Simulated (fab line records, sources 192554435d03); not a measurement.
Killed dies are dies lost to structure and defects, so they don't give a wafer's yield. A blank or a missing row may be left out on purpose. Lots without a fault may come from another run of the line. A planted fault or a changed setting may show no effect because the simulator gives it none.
One fault seen from 2 desks | flow n5_finfet | each desk has only its own numbers; what lay behind them comes last

THE TOOL OWNER'S DESK: implanter-01
The tool's own readings at N5_WELL_APT_IMPLANT_32: means of the sampled wafers that have a number, for each lot that ran on this tool. A lot is out of limits, marked OUT, if its mean lies more than 4 standard deviations from the usual mean; the brackets give that distance.
Columns: A = beam_energy_keV at N5_WELL_APT_IMPLANT_32, usual 50.001
lot  | first seen here | A
L948 | day 1 21:37     | 49.997
L950 | day 2 09:23     | 49.990
L952 | day 2 21:21     | 49.996
L956 | day 3 21:23     | 54.607 (+99 or more) OUT
L957 | day 4 03:13     | 54.618 (+99 or more) OUT
L958 | day 4 09:24     | 54.616 (+99 or more) OUT
This desk's finding: out of limits on L956, L957, L958; first on L956, day 3 21:23 (beam_energy_keV at N5_WELL_APT_IMPLANT_32). In limits: L948, L950, L952.

THE METROLOGY DESK
What the gauges read, lot by lot, whatever tool the lot ran on: means of the sampled wafers that have a number. A lot is out of limits, marked OUT, if its mean lies more than 4 standard deviations from the usual mean; the brackets give that distance. Of its 13 readings 7 are shown: the one that was out of limits first, and those that lie furthest out on some lot.
Columns: A = CJ_N at N5_BEOL_M4_RC_MEAS_101, usual 4.34; B = DIBL_P at N5_BEOL_M4_RC_MEAS_101, usual 36.5 mV/V; C = ION_N at N5_BEOL_M4_RC_MEAS_101, usual 675 uA/um; D = ION_P at N5_BEOL_M4_RC_MEAS_101, usual 464 uA/um; E = RS_PWELL at N5_BEOL_M4_RC_MEAS_101, usual 3012 ohm/sq; F = SS_N at N5_BEOL_M4_RC_MEAS_101, usual 71.5 mV/dec; G = VT_P at N5_BEOL_M4_RC_MEAS_101, usual -250 mV
lot  | first seen here | A               | B    | C   | D   | E               | F    | G
L948 | day 1 23:29     | 4.26            | 38.0 | 681 | 471 | 3012            | 71.8 | -247
L949 | day 2 05:35     | 4.30            | 34.4 | 663 | 456 | 3001            | 71.2 | -254
L950 | day 2 11:13     | 4.50            | 36.5 | 668 | 460 | 3026            | 72.0 | -252
L952 | day 2 23:12     | 4.31            | 36.2 | 667 | 456 | 3033            | 70.7 | -250
L956 | day 3 23:24     | 3.94 (-4.7) OUT | 37.8 | 694 | 473 | 2906 (-5.3) OUT | 71.5 | -249
L957 | day 4 04:52     | 4.04            | 34.9 | 676 | 466 | 2962            | 71.1 | -252
L958 | day 4 11:15     | 4.13            | 37.4 | 690 | 467 | 2961            | 71.4 | -249
L963 | day 5 17:03     | 4.34            | 35.3 | 677 | 460 | 3015            | 71.0 | -253
L964 | day 5 23:29     | 4.41            | 37.1 | 669 | 461 | 3000            | 72.2 | -252
L965 | day 6 14:01     | 4.37            | 37.5 | 698 | 477 | 3014            | 71.8 | -248
This desk's finding: out of limits on L956; first on L956, day 10 02:59 (CJ_N at N5_BEOL_M4_RC_MEAS_101). In limits: L948, L949, L950, L952, L957, L958, L963, L964, L965.

PUT TOGETHER
The tool owner's desk could have raised an alarm at day 3 21:23, on L956, L957, L958.
The metrology desk could have raised an alarm at day 10 02:59, on L956.
The metrology desk has L957, L958 on record, within its limits.
Of the lots named, all ran N5_WELL_APT_IMPLANT_32 on implanter-01.

WHAT THE SIMULATOR HAD PUT IN
Process parameter drift: implanter-01, from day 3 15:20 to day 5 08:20, at N5_WELL_APT_IMPLANT_32. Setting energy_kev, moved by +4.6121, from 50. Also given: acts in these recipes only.
Lots struck among those shown: L956, L957, L958.
Hours from the fault's start to each desk's first reading out of limits: the tool owner's desk, 6; the metrology desk, 156.
